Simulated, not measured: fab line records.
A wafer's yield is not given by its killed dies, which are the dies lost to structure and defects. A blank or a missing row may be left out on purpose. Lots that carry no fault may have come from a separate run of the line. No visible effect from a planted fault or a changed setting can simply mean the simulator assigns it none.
Chamber matching :: flow nand_harc :: 4 sister chambers for NHARC_A_STAIRCASE_DESCUM_443 on rie_diel-03
The step chemistry O2, time 3 s. 8 wafers are shown with their chamber, then 9 later ones without.

## WAFERS PAIRED WITH THEIR CHAMBERS
wafer: L076.4
chamber: 0
drypump_motor_current_A (A): 5.2
showerhead_plenum_p_Torr (Torr): 1.77

wafer: L081.2
chamber: 2
drypump_motor_current_A (A): 6.7
showerhead_plenum_p_Torr (Torr): 1.89

wafer: L082.1
chamber: 2
drypump_motor_current_A (A): 6.7
showerhead_plenum_p_Torr (Torr): 1.89

wafer: L082.4
chamber: 3
drypump_motor_current_A (A): 6.4
showerhead_plenum_p_Torr (Torr): 2.01

wafer: L082.5
chamber: 0
drypump_motor_current_A (A): 5.3
showerhead_plenum_p_Torr (Torr): 1.76

wafer: L085.1
chamber: 1
drypump_motor_current_A (A): 6.4
showerhead_plenum_p_Torr (Torr): 1.79

wafer: L085.3
chamber: 3
drypump_motor_current_A (A): 6.4
showerhead_plenum_p_Torr (Torr): 2.01

wafer: L085.6
chamber: 1
drypump_motor_current_A (A): 6.4
showerhead_plenum_p_Torr (Torr): 1.79

## WAFERS WITH NO CHAMBER GIVEN
wafer: L089.1
drypump_motor_current_A (A): 6.4
showerhead_plenum_p_Torr (Torr): 2.00

wafer: L089.2
drypump_motor_current_A (A): 6.8
showerhead_plenum_p_Torr (Torr): 1.89

wafer: L089.4
drypump_motor_current_A (A): 6.4
showerhead_plenum_p_Torr (Torr): 1.79

wafer: L090.1
drypump_motor_current_A (A): 6.4
showerhead_plenum_p_Torr (Torr): 1.78

wafer: L090.3
drypump_motor_current_A (A): 5.2
showerhead_plenum_p_Torr (Torr): 2.08

wafer: L090.6
drypump_motor_current_A (A): 6.4
showerhead_plenum_p_Torr (Torr): 2.00

wafer: L095.1
drypump_motor_current_A (A): 6.7
showerhead_plenum_p_Torr (Torr): 1.88

wafer: L095.3
drypump_motor_current_A (A): 6.4
showerhead_plenum_p_Torr (Torr): 2.00

wafer: L095.4
drypump_motor_current_A (A): 6.4
showerhead_plenum_p_Torr (Torr): 1.78

## CHAMBER TAKEN BY EACH
wafer: L089.1
from the rows above: 3
in truth: 3

wafer: L089.2
from the rows above: 2
in truth: 2

wafer: L089.4
from the rows above: 1
in truth: 1

wafer: L090.1
from the rows above: 1
in truth: 1

wafer: L090.3
from the rows above: 3
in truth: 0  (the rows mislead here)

wafer: L090.6
from the rows above: 3
in truth: 3

wafer: L095.1
from the rows above: 2
in truth: 2

wafer: L095.3
from the rows above: 3
in truth: 3

wafer: L095.4
from the rows above: 1
in truth: 1
8 of 9 placed correctly. Left unplaced by these rows: 0. Number placed wrongly: 1.
How it was worked out, from the rows above alone: a wafer's distance from a chamber is the root of the sum, over the readings, of the square of ((its reading less the chamber's mean) divided by the reading's scatter). If the next closest chamber is less than 2 further off than the closest, the wafer can't be placed; otherwise it belongs to the closest. For every chamber, the mean is computed from those of its wafers that are shown. The scatter: the root of (the sum of the squares of (reading less its chamber's mean) over the shown wafers, divided by (wafers less chambers)).
